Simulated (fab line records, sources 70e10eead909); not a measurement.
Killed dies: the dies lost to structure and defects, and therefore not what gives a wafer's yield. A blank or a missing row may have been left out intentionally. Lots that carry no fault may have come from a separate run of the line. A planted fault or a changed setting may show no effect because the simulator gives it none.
fab line records	flow nand-harc
[record] lots = 11	wafers = 33	last-day = 25
route steps=1159 shown P_M0@261 END@1159
lots untouched by any fault: they come from a run of this same line in which no faults occurred
start-h: the number of hours between the record's first day and the start of the first shown wafer of the lot	wait-h: hours from the lot's prior step to this one	" unchanged from the row above	L1.1+2: a row that stands for several wafers	- value missing, or start not given	* or withheld: withheld	< > ~ a bound
route shown NAME@n: a module of which the file shows steps, and the number in the route of the first	usual: mean/standard deviation taken from wafers without a fault	same: alike in all rows	chamber/n: place in a boat	sites: readings site by site	_std_site: their standard deviation	_edge_site: inner sites' mean taken away from outer sites' mean	radius-mm: how far each site lies from the wafer's centre	mask NAME#n: copy n	behind: the most recent tool/chamber to have shaped the wafer	hold: why the lot was held/for how many hours/how that ended	device: whichever transistor did not switch (one of n, p or np)	end of line: tests run on the same wafers once the route is complete	a step without rows: its recipe alone	killed: the dies lost at the first sort to structure and to defects; this is not the yield of the wafer	map: per-die view of a wafer (x killed, . not killed, _ where there is no die)
set.NAME: the setting as run; set.NAME@STEP: as run at that earlier step	model.NAME: the simulator's own value behind a step, which no gauge read
the route's steps for a sample of lots (tables are steps, rows are wafers)
services: when a tool's chamber went out of use (start-h, in hours from the record's first day, below 0 if earlier), for how many hours, and the reason
[[steps]]
[step NHARC_P_M0_PEB_07]
[recipe] peb-temp-c = 100	peb-time-s = 65
[usual] heater-power-total-W = 156.7/0.4	plate-temp-C = 100.02/0.12
lot.wafer	tool	chamber	start-h	wait-h	heater-power-total-W	plate-temp-C
L151.1	litho-track-06	0	116.37	0.1	157.1	99.82
L151.5	"	0	"	"	157.2	99.97
L151.6	"	0	"	"	157.2	99.97
L152.2	litho-track-04	0	118.16	0.1	157.1	100.02
L152.3	"	0	"	"	157.0	100.24
L152.4	"	0	"	"	156.7	99.82
L153.3	litho-track-06	0	129.66	0.0	157.2	99.79
L153.4	"	0	"	"	156.6	99.95
L153.5	"	0	"	"	157.1	99.76
L154.3	litho-track-04	0	132.48	0.1	156.0	100.02
L154.4	"	0	"	"	157.1	100.19
L154.6	"	0	"	"	156.0	99.88
L156.4	litho-track-06	0	143.81	0.0	156.5	100.10
L156.5	"	0	"	"	157.1	100.11
L156.6	"	0	"	"	157.2	99.95
L160.1	litho-track-04	0	168.19	0.1	156.1	100.00
L160.4	"	0	"	"	156.6	99.94
L160.6	"	0	"	"	156.4	100.00
L167.3	litho-track-01	0	216.78	0.0	157.0	100.04
L167.5	"	0	"	"	156.3	100.04
L167.6	"	0	"	"	156.8	100.07
L168.1	litho-track-04	0	221.46	0.1	155.1	98.93
L168.4	"	0	"	"	154.5	99.11
L168.6	"	0	"	"	154.1	98.96
L171.1	litho-track-04	0	233.91	0.1	154.8	99.41
L171.3	"	0	"	"	155.3	99.31
L171.4	"	0	"	"	155.4	99.32
L173.1	litho-track-01	0	241.78	0.1	156.8	100.08
L173.2	"	0	"	"	156.8	99.90
L173.5	"	0	"	"	156.3	100.01
L174.2	litho-track-01	0	254.43	0.1	157.1	100.00
L174.3	"	0	"	"	156.1	100.17
L174.5	"	0	"	"	156.9	100.17
[step NHARC_P_M0_CD_MEAS_09]
[recipe] target-cd-nm = 90	landing-energy-ev = 500
[usual] cd-nm = 90.0/0.67
lot.wafer	tool	chamber	start-h	wait-h	cd-nm
L151.1	cd-sem-02	0	116.45	-	89.6
L151.5	"	0	"	"	89.0
L151.6	"	0	"	"	89.8
L152.2	cd-sem-01	0	118.25	-	89.8
L152.3	"	0	"	"	90.7
L152.4	"	0	"	"	90.2
L153.3	cd-sem-01	0	129.74	-	90.0
L153.4	"	0	"	"	90.7
L153.5	"	0	"	"	89.7
L154.3	cd-sem-03	0	132.57	-	89.8
L154.4	"	0	"	"	89.9
L154.6	"	0	"	"	90.4
L156.4	cd-sem-02	0	143.89	-	90.2
L156.5	"	0	"	"	88.8
L156.6	"	0	"	"	89.1
L160.1	cd-sem-02	0	168.28	-	89.9
L160.4	"	0	"	"	90.7
L160.6	"	0	"	"	90.8
L167.3	cd-sem-01	0	216.86	-	90.5
L167.5	"	0	"	"	89.5
L167.6	"	0	"	"	90.0
L168.1	cd-sem-03	0	221.54	-	87.0
L168.4	"	0	"	"	86.7
L168.6	"	0	"	"	86.7
L171.1	cd-sem-01	0	233.99	-	86.7
L171.3	"	0	"	"	86.8
L171.4	"	0	"	"	86.5
L173.1	cd-sem-02	0	241.86	-	90.2
L173.2	"	0	"	"	89.8
L173.5	"	0	"	"	91.0
L174.2	cd-sem-03	0	254.51	-	89.6
L174.3	"	0	"	"	89.4
L174.5	"	0	"	"	89.8
[step NHARC_P_M0_OVL_MEAS_10]
[recipe] pitch-nm = 180
[usual] overlay-x-nm = 0.1/0.91	overlay-y-nm = -0.3/0.87
lot.wafer	tool	chamber	start-h	wait-h	overlay-x-nm	overlay-y-nm
L151.1	overlay-01	-	116.53	-	-0.6	0.5
L151.5	"	-	"	"	0.0	0.4
L151.6	"	-	"	"	0.0	0.0
L152.2	overlay-01	-	118.33	-	-0.6	-0.9
L152.3	"	-	"	"	-1.1	-0.7
L152.4	"	-	"	"	-0.5	-1.0
L153.3	overlay-01	-	129.83	-	1.2	1.2
L153.4	"	-	"	"	0.9	0.9
L153.5	"	-	"	"	1.0	1.0
L154.3	overlay-01	-	132.65	-	-0.4	-1.3
L154.4	"	-	"	"	0.4	-1.9
L154.6	"	-	"	"	-0.2	-2.0
L156.4	overlay-01	-	143.98	-	-0.6	-0.6
L156.5	"	-	"	"	-1.0	-1.0
L156.6	"	-	"	"	-0.7	-0.2
L160.1	overlay-01	-	168.36	-	1.5	-0.7
L160.4	"	-	"	"	1.2	-0.5
L160.6	"	-	"	"	1.3	0.1
L167.3	overlay-01	-	216.95	-	-0.3	-0.6
L167.5	"	-	"	"	-0.7	-0.9
L167.6	"	-	"	"	0.0	-0.5
L168.1	overlay-01	-	221.63	-	0.6	1.6
L168.4	"	-	"	"	0.5	0.4
L168.6	"	-	"	"	0.7	1.4
L171.1	overlay-01	-	234.08	-	-1.8	-0.8
L171.3	"	-	"	"	-2.2	-0.7
L171.4	"	-	"	"	-1.5	-1.3
L173.1	overlay-01	-	241.94	-	1.5	-0.5
L173.2	"	-	"	"	1.3	-0.3
L173.5	"	-	"	"	1.5	-0.6
L174.2	overlay-01	-	254.59	-	0.0	0.0
L174.3	"	-	"	"	0.3	-0.2
L174.5	"	-	"	"	0.0	-0.2
[step NHARC_P_M0_ETCH_15]
[recipe] target-depth-a = 1500	overetch-a = 150	time-s = 82.5	c4f8-flow-sccm = withheld	ar-flow-sccm = 400	rf-w = 600	bias-w = 300	chemistry = C4F8/Ar
[usual] oes-product-au = 0.962/0.02	rf-vpp-V = 441.0/3
lot.wafer	tool	chamber	start-h	wait-h	oes-product-au	rf-hours-counter-h	rf-vpp-V
L151.1	rie-diel-11	3	-	-	0.965	6	446.0
L151.5	"	2	"	"	0.972	-	441.9
L151.6	"	3	"	"	0.968	-	444.7
L152.2	rie-diel-06	2	-	-	0.968	4	443.1
L152.4	"	0	"	"	0.960	3	436.4
L152.3	"	1	"	"	0.976	4	438.3
L153.3	rie-diel-11	3	-	-	0.921	7	444.7
L153.5	"	2	"	"	0.925	-	442.4
L153.4	"	1	"	"	0.928	-	437.4
L154.4	rie-diel-04	1	-	-	0.973	1	443.6
L154.3	"	2	"	"	0.978	1	441.2
L154.6	"	3	"	"	0.962	-	441.9
L156.5	rie-diel-11	3	-	-	0.927	-	446.7
L156.6	"	1	"	"	0.947	-	437.6
L156.4	"	2	"	"	0.940	-	441.7
L160.1	rie-diel-06	1	-	-	0.976	8	438.3
L160.4	"	2	"	"	0.976	7	444.3
L160.6	"	1	"	"	0.980	-	439.4
L167.3	rie-diel-06	2	-	-	0.976	10	443.2
L167.6	"	0	"	"	0.964	-	437.3
L167.5	"	1	"	"	0.971	-	439.1
L168.4	rie-diel-06	3	-	-	0.972	10	440.2
L168.1	"	0	"	"	0.936	11	436.8
L168.6	"	0	"	"	0.951	-	436.3
L171.4	rie-diel-04	2	-	-	0.956	7	441.6
L171.1	"	3	"	"	0.944	8	443.3
L171.3	"	0	"	"	0.946	7	441.5
L173.2	rie-diel-11	2	-	-	0.985	2	441.4
L173.1	"	0	"	"	0.953	3	444.6
L173.5	"	2	"	"	0.974	-	441.5
L174.2	rie-diel-06	0	-	-	0.958	1	436.0
L174.3	"	1	"	"	0.976	1	438.0
L174.5	"	3	"	"	0.970	-	438.1
[step NHARC_P_M0_CD_MEAS_16]
[usual] cd-nm = 89.9/0.75
lot.wafer	tool	chamber	start-h	wait-h	cd-nm
L151.1	cd-sem-02	-	116.94	-	89.0
L151.5	"	-	"	"	89.6
L151.6	"	-	"	"	89.9
L152.2	cd-sem-03	-	118.75	-	91.0
L152.3	"	-	"	"	90.0
L152.4	"	-	"	"	89.7
L153.3	cd-sem-02	-	130.27	-	89.3
L153.4	"	-	"	"	90.8
L153.5	"	-	"	"	89.0
L154.3	cd-sem-01	-	133.05	-	88.7
L154.4	"	-	"	"	89.4
L154.6	"	-	"	"	90.0
L156.4	cd-sem-03	-	144.42	-	89.5
L156.5	"	-	"	"	89.3
L156.6	"	-	"	"	89.6
L160.1	cd-sem-02	-	168.76	-	89.9
L160.4	"	-	"	"	90.0
L160.6	"	-	"	"	89.9
L167.3	cd-sem-01	-	217.35	-	90.7
L167.5	"	-	"	"	90.2
L167.6	"	-	"	"	89.3
L168.1	cd-sem-01	-	222.04	-	85.9
L168.4	"	-	"	"	86.2
L168.6	"	-	"	"	86.5
L171.1	cd-sem-03	-	234.80	-	86.8
L171.3	"	-	"	"	86.9
L171.4	"	-	"	"	86.0
L173.1	cd-sem-02	-	242.34	-	90.5
L173.2	"	-	"	"	89.7
L173.5	"	-	"	"	90.9
L174.2	cd-sem-03	-	254.99	-	88.3
L174.3	"	-	"	"	88.4
L174.5	"	-	"	"	89.0
[step NHARC_P_M0_PVD_21]
[recipe] target-thk-a = 300	chamber-pressure-pa = 5	power-w = 5000	substrate-temp-c = 30	time-s = 20.49	material = Cu
[usual] throttle-valve-pct = 30.1/0.95
lot.wafer	tool	chamber	start-h	wait-h	throttle-valve-pct
L151.1	pvd-sputter-01	-	-	-	29.9
L151.6	"	-	"	"	30.5
L151.5	"	-	"	"	30.0
L152.2	pvd-sputter-02	-	-	-	30.0
L152.4	"	-	"	"	28.5
L152.3	"	-	"	"	28.5
L153.4	pvd-sputter-02	-	-	-	29.5
L153.3	"	-	"	"	28.6
L153.5	"	-	"	"	28.7
L154.4	pvd-sputter-02	-	-	-	28.4
L154.3	"	-	"	"	28.6
L154.6	"	-	"	"	28.8
L156.4	pvd-sputter-01	-	-	-	30.1
L156.5	"	-	"	"	30.6
L156.6	"	-	"	"	30.0
L160.4	pvd-sputter-01	-	-	-	29.7
L160.1	"	-	"	"	30.1
L160.6	"	-	"	"	30.2
L167.3	pvd-sputter-01	-	-	-	30.1
L167.6	"	-	"	"	30.2
L167.5	"	-	"	"	30.3
L168.1	pvd-sputter-01	-	-	-	30.1
L168.4	"	-	"	"	29.9
L168.6	"	-	"	"	29.8
L171.4	pvd-sputter-02	-	-	-	30.5
L171.3	"	-	"	"	28.4
L171.1	"	-	"	"	29.1
L173.2	pvd-sputter-03	-	-	-	29.8
L173.1	"	-	"	"	30.9
L173.5	"	-	"	"	30.9
L174.2	pvd-sputter-01	-	-	-	30.0
L174.3	"	-	"	"	30.4
L174.5	"	-	"	"	30.2
[step NHARC_END_SORT_01]
[recipe] temp-c = 25
[usual] defect-limited-yield = 95.7/1.6	killed-at-array = 25/9.7	killed-at-other = 0.7/0.87	killed-at-periphery = 3.3/2.3	killed-dies = 29/11	killed-open = 3.6/2.1	killed-short = 2.3/1.7	sort_bin_2_pct = 1.4/0.62	sort_bin_3_pct = 0.25/0.21	sort_bin_4_pct = 2.7/1	sort-n-pass = 648/11	sort-rim-yield-pct = 94/3.2	sort-yield-pct = 95.7/1.6
[same] gross-dies = 677	sort_bin_5_pct[%] = 0	sort_bin_6_pct[%] = 0	sort_bin_7_pct[%] = 0	sort_bin_8_pct[%] = 0	sort-rim-n-gross = 106.00
lot.wafer	tool	chamber	start-h	wait-h	defect-limited-yield[%]	killed-at-array	killed-at-other	killed-at-periphery	killed-dies	killed-open	killed-short	sort_bin_2_pct[%]	sort_bin_3_pct[%]	sort_bin_4_pct[%]	sort-n-pass	sort-rim-yield-pct[%]	sort-yield-pct[%]
L168.6	prober-02	0	554.61	4.0	94.4	35	0	3	38	2	4	1.9	0.15	3.5	639	92	94.4
// killed by level:class
L168.6 A_SLIT:chamber-film-flake=15 A_CHANNEL_HOLE_D1:chamber-film-flake=12 A_STAIRCASE:chamber-film-flake=3 P_CONTACT:geometric-particle:open=1 P_M0:geometric-particle:short=1 A_ONON_D1:geometric-particle:short=1 A_SGD_CUT:geometric-particle:short=1 A_CONTACT:geometric-particle:open=1
[[services]]
tool	chamber	start-h	hours	kind
litho-track-01	-	93.00	7.0	pm
rie-diel-04	-	95.59	0.5	repair
rie-diel-06	0	97.70	-	clean
rie-diel-06	1	97.70	-	clean
rie-diel-06	2	97.70	-	clean
rie-diel-06	3	97.70	-	clean
pvd-sputter-02	-	100.39	1.8	repair
rie-diel-04	-	111.92	9.0	pm
pvd-sputter-03	-	113.75	10.0	pm
litho-track-06	-	117.00	7.0	pm
rie-diel-11	0	124.39	23.1	repair
pvd-sputter-03	-	137.46	9.7	repair
rie-diel-06	2	138.27	14.8	repair
litho-track-04	-	141.00	7.0	pm
rie-diel-06	3	149.39	3.4	repair
pvd-sputter-01	-	158.00	10.0	pm
rie-diel-04	3	182.07	5.7	repair
rie-diel-11	-	189.50	9.0	pm
rie-diel-04	0	197.17	15.3	repair
rie-diel-04	2	199.22	7.9	repair
rie-diel-11	1	208.11	3.8	repair
pvd-sputter-02	-	214.00	10.0	pm
rie-diel-11	1	238.23	3.3	repair
rie-diel-06	-	241.20	9.0	pm
[[key]]
[first-sign] step = NHARC_P_M0_PEB_07	reading = plate-temp-C	direction = down	sigmas = 7.2	usual = *	struck = *
[effect] step = NHARC_P_M0_PEB_07	reading = heater-power-total-W	direction = down	sigmas = 4.5	usual = *	struck = *
[effect] step = NHARC_P_M0_CD_MEAS_09	reading = cd-nm	direction = down	sigmas = 4.9	usual = 90.0	struck = 86.7
[effect] step = NHARC_P_M0_CD_MEAS_16	reading = cd-nm	direction = down	sigmas = 4.6	usual = 89.9	struck = 86.4
met-at NHARC_P_M0_PEB_07
struck-lots L168,L171
not-acting-at NHARC_P_M0_OVL_MEAS_10,NHARC_P_M0_ETCH_15,NHARC_P_M0_PVD_21
onset-between 168.19 221.46
[fault] kind = process-parameter-drift	tool = litho-track-04	chamber = -	onset-h = 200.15	steps = NHARC_P_M0_PEB_07	channel = peb-temp-c	offset = *	shape = step	end-h = 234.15	acts-in = *	stated = *
